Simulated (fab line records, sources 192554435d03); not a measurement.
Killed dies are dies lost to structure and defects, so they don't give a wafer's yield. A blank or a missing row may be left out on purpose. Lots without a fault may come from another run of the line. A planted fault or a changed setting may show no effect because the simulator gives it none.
Chamber matching | flow n5_finfet | N5_HKMG_FIN_ALD_75 on ald_hk-01: 4 sister chambers
The step deposits Al2O3, target thk 1 nm, co reactant pulse time 1 s. 8 wafers are shown with their chamber, then 7 later ones without.

WAFERS WITH THEIR CHAMBER
wafer  | chamber | heater_power_w (W) | precursor_pulse_height_rel
L074.4 | 2       | 151                | 0.975
L074.6 | 2       | 154                | 0.999
L081.5 | 0       | 158                | 0.995
L082.2 | 0       | 156                | 1.031
L082.3 | 3       | 145                | 0.985
L082.6 | 1       | 155                | 1.026
L084.4 | 1       | 152                | 0.961
L084.5 | 3       | 143                | 1.000

WAFERS WITHOUT THEIR CHAMBER
wafer  | heater_power_w (W) | precursor_pulse_height_rel
L084.6 | 152                | 0.972
L086.1 | 155                | 0.993
L086.2 | 153                | 0.983
L086.6 | 155                | 1.002
L091.1 | 159                | 1.000
L091.2 | 157                | 1.027
L091.6 | 155                | 0.992

WHICH CHAMBER EACH WENT THROUGH
wafer  | from the rows above          | in truth
L084.6 | can't be placed: 2 or 1      | 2
L086.1 | can't be placed: 1 or 0 or 2 | 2
L086.2 | can't be placed: 2 or 1      | 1
L086.6 | can't be placed: 1 or 0 or 2 | 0
L091.1 | can't be placed: 0 or 1      | 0
L091.2 | can't be placed: 0 or 1      | 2
L091.6 | can't be placed: 1 or 0 or 2 | 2
Placed correctly: 0 of 7. Can't be placed from these rows: 7 (the true chamber is among the candidates in 6). Placed wrongly: 0.
How it was worked out, from the rows above alone: a wafer's distance from a chamber is the root of the sum, over the readings, of the square of ((its reading less the chamber's mean) divided by the reading's scatter). The wafer belongs to the nearest chamber; if the next one is less than 2 further off, it can't be placed. A chamber's mean is the mean of its shown wafers. The scatter: the root of (the sum of the squares of (reading less its chamber's mean) over the shown wafers, divided by (wafers less chambers)).
